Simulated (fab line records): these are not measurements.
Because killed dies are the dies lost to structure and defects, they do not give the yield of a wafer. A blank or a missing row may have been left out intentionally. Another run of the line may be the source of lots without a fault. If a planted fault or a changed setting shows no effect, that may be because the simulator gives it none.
Chamber matching || flow nand harc || 4 sister chambers for NHARC_A_ZERO_WELL_ETCH_13 on rie si-06
The step etches the open film in HBr/Cl2, target depth 120 nm, time 40.1 s. 8 wafers are shown with their chamber, then 7 later ones without.

WAFERS, EACH WITH ITS CHAMBER
{"wafer": "L076.3", "chamber": 1, "oes product au (a.u.)": 1.014, "throttle valve pct (%)": 26.401}
{"wafer": "L083.1", "chamber": 3, "oes product au (a.u.)": 1.000, "throttle valve pct (%)": 26.395}
{"wafer": "L083.6", "chamber": 0, "oes product au (a.u.)": 1.019, "throttle valve pct (%)": 26.418}
{"wafer": "L088.2", "chamber": 1, "oes product au (a.u.)": 1.010, "throttle valve pct (%)": 26.388}
{"wafer": "L088.3", "chamber": 2, "oes product au (a.u.)": 1.005, "throttle valve pct (%)": 26.393}
{"wafer": "L088.5", "chamber": 3, "oes product au (a.u.)": 0.990, "throttle valve pct (%)": 26.414}
{"wafer": "L090.1", "chamber": 0, "oes product au (a.u.)": 1.000, "throttle valve pct (%)": 26.413}
{"wafer": "L090.3", "chamber": 2, "oes product au (a.u.)": 0.999, "throttle valve pct (%)": 26.414}

WAFERS WHOSE CHAMBER IS MISSING
{"wafer": "L090.6", "oes product au (a.u.)": 1.008, "throttle valve pct (%)": 26.406}
{"wafer": "L092.1", "oes product au (a.u.)": 1.012, "throttle valve pct (%)": 26.405}
{"wafer": "L092.2", "oes product au (a.u.)": 1.012, "throttle valve pct (%)": 26.418}
{"wafer": "L092.5", "oes product au (a.u.)": 1.001, "throttle valve pct (%)": 26.397}
{"wafer": "L093.3", "oes product au (a.u.)": 1.003, "throttle valve pct (%)": 26.398}
{"wafer": "L093.5", "oes product au (a.u.)": 1.014, "throttle valve pct (%)": 26.428}
{"wafer": "L093.6", "oes product au (a.u.)": 0.991, "throttle valve pct (%)": 26.409}

EACH ONE'S CHAMBER
{"wafer": "L090.6", "from the rows above": "can't be placed: 2 or 0 or 1 or 3", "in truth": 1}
{"wafer": "L092.1", "from the rows above": "can't be placed: 1 or 0 or 2 or 3", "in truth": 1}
{"wafer": "L092.2", "from the rows above": "can't be placed: 0 or 2 or 1", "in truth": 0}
{"wafer": "L092.5", "from the rows above": "can't be placed: 2 or 3 or 1 or 0", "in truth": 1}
{"wafer": "L093.3", "from the rows above": "can't be placed: 2 or 3 or 1 or 0", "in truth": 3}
{"wafer": "L093.5", "from the rows above": "can't be placed: 0 or 2 or 1 or 3", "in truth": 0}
{"wafer": "L093.6", "from the rows above": "can't be placed: 3 or 2 or 0", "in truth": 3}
0 of 7 placed correctly. Cannot be placed on the basis of these rows: 7; the candidates contain the true chamber in 7. 0 placed wrongly.
How it was worked out, from the rows above alone: a wafer's distance from a chamber is the root of the sum, over the readings, of the square of ((its reading less the chamber's mean) divided by the reading's scatter). The wafer belongs to the nearest chamber; if the next one is less than 2 further off, it can't be placed. A chamber's mean is the mean of its shown wafers. The scatter: the root of (the sum of the squares of (reading less its chamber's mean) over the shown wafers, divided by (wafers less chambers)).
